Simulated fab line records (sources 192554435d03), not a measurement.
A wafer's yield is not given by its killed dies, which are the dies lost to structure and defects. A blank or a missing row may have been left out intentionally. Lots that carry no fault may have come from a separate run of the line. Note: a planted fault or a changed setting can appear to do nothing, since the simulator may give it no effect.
Which tool did it?	flow n5 finfet	route of 1938 steps, sampled at 1 step: 12 lots, 35 wafers

WHAT THE GAUGES READ, wafer by wafer
N5_ZERO_LAYER_CD_MEAS_11: target cd 2000 nm.
lot	measured	on	cd nm (nm)
L394	day 1 12:38	cd sem-01	1998.3 1994.9 1995.7
L395	day 1 18:46	cd sem-02	1998.7 1997.4 1993.9
L396	day 2 00:46	cd sem-03	1998.7 2000.4 1998.6
L397	day 2 06:38	cd sem-01	2002.5 1997.7 1999.7
L400	day 3 00:38	cd sem-01	1996.4 1995.2 1994.4
L403	day 3 18:46	cd sem-01	2000.2 2000.1 2003.2
L406	day 4 12:40	cd sem-02	1996.8 2001.1 2001.8
L410	day 5 12:40	cd sem-01	2006.3 1999.9 1996.8
L413	day 6 06:39	cd sem-03	2003.4 1997.0 2002.1
L415	day 6 18:47	cd sem-02	2002.4 2000.9 1997.2
L416	day 7 00:40	cd sem-02	1995.4 1999.9
L417	day 7 06:38	cd sem-01	1993.9 1998.0 1996.2

WHICH TOOL RAN EACH LOT (tool, then ch and the chambers of the sampled wafers, then the start)
Record: no process step prior to these readings.

AS READ BY THE TOOLS THEMSELVES (means over the sampled wafers that have a number; for cases with no such wafer, the mark the record gives instead)
The record holds no such reading with a usual standard deviation.

THE ANSWER, worked out from the rows above alone
Rule: usual is defined by the lots themselves. The widest of any qualifying gaps counts: lots, ordered by their means at a reading, are off when they make up no more than a third of the lots, leave a main group of 4 or more, and stand apart from it by 3 or more times the standard deviation of that group's means. Not used: any main group whose means are identical at the precision the tables above print for the reading. Also off: a lot with no number at a reading for which 4 or more lots have one. Where the step has rows for the other lots, those lots are counted as sound. First the gauges in route order, then the tools' own readings, where a lot's mean is used as printed above. The first step at which some lot is off is used, and at that step the reading that is off furthest; a lot without a number counts as furthest.
None of the lots is off at any reading shown; this tells nothing.

WHAT HAD BEEN PUT IN BY THE SIMULATOR
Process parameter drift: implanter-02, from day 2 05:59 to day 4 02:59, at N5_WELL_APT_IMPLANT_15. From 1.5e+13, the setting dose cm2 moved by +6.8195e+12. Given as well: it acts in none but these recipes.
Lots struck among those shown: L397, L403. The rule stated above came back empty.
